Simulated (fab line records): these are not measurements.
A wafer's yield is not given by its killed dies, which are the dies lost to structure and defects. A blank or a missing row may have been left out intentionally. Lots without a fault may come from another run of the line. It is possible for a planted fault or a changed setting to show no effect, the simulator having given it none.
Matching of chambers || flow nand_harc || ald_metal-04 running NHARC_A_WL_FILL_ALD_02: 4 sister chambers
The step deposits TiN, target thk 2 nm, pulse time 3 s, ald cycles 100. 20 wafers are shown with their chamber, then 10 later ones without.

## WAFERS PAIRED WITH THEIR CHAMBERS
{"wafer": "L075.1", "chamber": 1, "heater_power_w (W)": 1068, "precursor_pulse_height_rel": 1.017}
{"wafer": "L075.2", "chamber": 2, "heater_power_w (W)": 1458, "precursor_pulse_height_rel": 0.995}
{"wafer": "L075.3", "chamber": 3, "heater_power_w (W)": 974, "precursor_pulse_height_rel": 1.017}
{"wafer": "L079.1", "chamber": 3, "heater_power_w (W)": 965, "precursor_pulse_height_rel": 0.995}
{"wafer": "L079.2", "chamber": 1, "heater_power_w (W)": 1072, "precursor_pulse_height_rel": 1.020}
{"wafer": "L079.6", "chamber": 0, "heater_power_w (W)": 1047, "precursor_pulse_height_rel": 0.999}
{"wafer": "L081.2", "chamber": 0, "heater_power_w (W)": 1042, "precursor_pulse_height_rel": 1.001}
{"wafer": "L081.3", "chamber": 1, "heater_power_w (W)": 1081, "precursor_pulse_height_rel": 1.005}
{"wafer": "L081.4", "chamber": 2, "heater_power_w (W)": 1479, "precursor_pulse_height_rel": 1.009}
{"wafer": "L083.1", "chamber": 0, "heater_power_w (W)": 1037, "precursor_pulse_height_rel": 1.027}
{"wafer": "L083.2", "chamber": 1, "heater_power_w (W)": 1068, "precursor_pulse_height_rel": 0.965}
{"wafer": "L083.3", "chamber": 2, "heater_power_w (W)": 1464, "precursor_pulse_height_rel": 1.017}
{"wafer": "L083.4", "chamber": 3, "heater_power_w (W)": 960, "precursor_pulse_height_rel": 0.956}
{"wafer": "L083.5", "chamber": 1, "heater_power_w (W)": 1062, "precursor_pulse_height_rel": 0.988}
{"wafer": "L083.6", "chamber": 0, "heater_power_w (W)": 1032, "precursor_pulse_height_rel": 0.981}
{"wafer": "L084.2", "chamber": 0, "heater_power_w (W)": 1026, "precursor_pulse_height_rel": 1.018}
{"wafer": "L084.3", "chamber": 1, "heater_power_w (W)": 1084, "precursor_pulse_height_rel": 0.999}
{"wafer": "L084.4", "chamber": 2, "heater_power_w (W)": 1494, "precursor_pulse_height_rel": 1.014}
{"wafer": "L088.1", "chamber": 2, "heater_power_w (W)": 1447, "precursor_pulse_height_rel": 0.994}
{"wafer": "L088.2", "chamber": 1, "heater_power_w (W)": 1089, "precursor_pulse_height_rel": 0.998}

SIGNATURES, as means of the wafers listed above
{"reading": "heater_power_w", "chamber 0": 1036.80, "chamber 1": 1074.86, "chamber 2": 1468.40, "chamber 3": 966.33, "scatter within a chamber": 12}
{"reading": "precursor_pulse_height_rel", "chamber 0": 1.00520, "chamber 1": 0.99886, "chamber 2": 1.00580, "chamber 3": 0.98933, "scatter within a chamber": 0.0189}
Rule: a wafer's distance from a chamber is the root of the sum, over the readings, of the square of ((its reading less the chamber's mean) divided by the reading's scatter). If the next closest chamber is less than 2 further off than the closest, the wafer can't be placed; otherwise it belongs to the closest. The scatter is the square root of a quotient: the sum, over the shown wafers, of each reading's squared deviation from its chamber's mean, divided by wafers minus chambers.

## WAFERS WITH NO CHAMBER GIVEN
{"wafer": "L088.4", "heater_power_w (W)": 990, "precursor_pulse_height_rel": 0.998}
{"wafer": "L091.2", "heater_power_w (W)": 959, "precursor_pulse_height_rel": 0.990}
{"wafer": "L091.3", "heater_power_w (W)": 1469, "precursor_pulse_height_rel": 1.006}
{"wafer": "L091.4", "heater_power_w (W)": 997, "precursor_pulse_height_rel": 1.009}
{"wafer": "L094.2", "heater_power_w (W)": 978, "precursor_pulse_height_rel": 0.974}
{"wafer": "L094.3", "heater_power_w (W)": 1440, "precursor_pulse_height_rel": 1.015}
{"wafer": "L094.5", "heater_power_w (W)": 999, "precursor_pulse_height_rel": 1.030}
{"wafer": "L095.1", "heater_power_w (W)": 975, "precursor_pulse_height_rel": 0.976}
{"wafer": "L095.2", "heater_power_w (W)": 976, "precursor_pulse_height_rel": 0.987}
{"wafer": "L095.4", "heater_power_w (W)": 1103, "precursor_pulse_height_rel": 0.995}

## THE CHAMBER EACH PASSED THROUGH
{"wafer": "L088.4", "from the rows above": "can't be placed: 3 or 0", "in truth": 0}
{"wafer": "L091.2", "from the rows above": 3, "in truth": 3}
{"wafer": "L091.3", "from the rows above": 2, "in truth": 2}
{"wafer": "L091.4", "from the rows above": "can't be placed: 3 or 0", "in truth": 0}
{"wafer": "L094.2", "from the rows above": 3, "in truth": 3}
{"wafer": "L094.3", "from the rows above": 2, "in truth": 2}
{"wafer": "L094.5", "from the rows above": "can't be placed: 0 or 3", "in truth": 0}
{"wafer": "L095.1", "from the rows above": 3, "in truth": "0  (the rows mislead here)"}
{"wafer": "L095.2", "from the rows above": 3, "in truth": 3}
{"wafer": "L095.4", "from the rows above": 1, "in truth": 1}
6 of 10 placed correctly. Unplaceable from these rows: 3, with the true chamber sitting among the candidates in 3. Wrongly placed: 1.
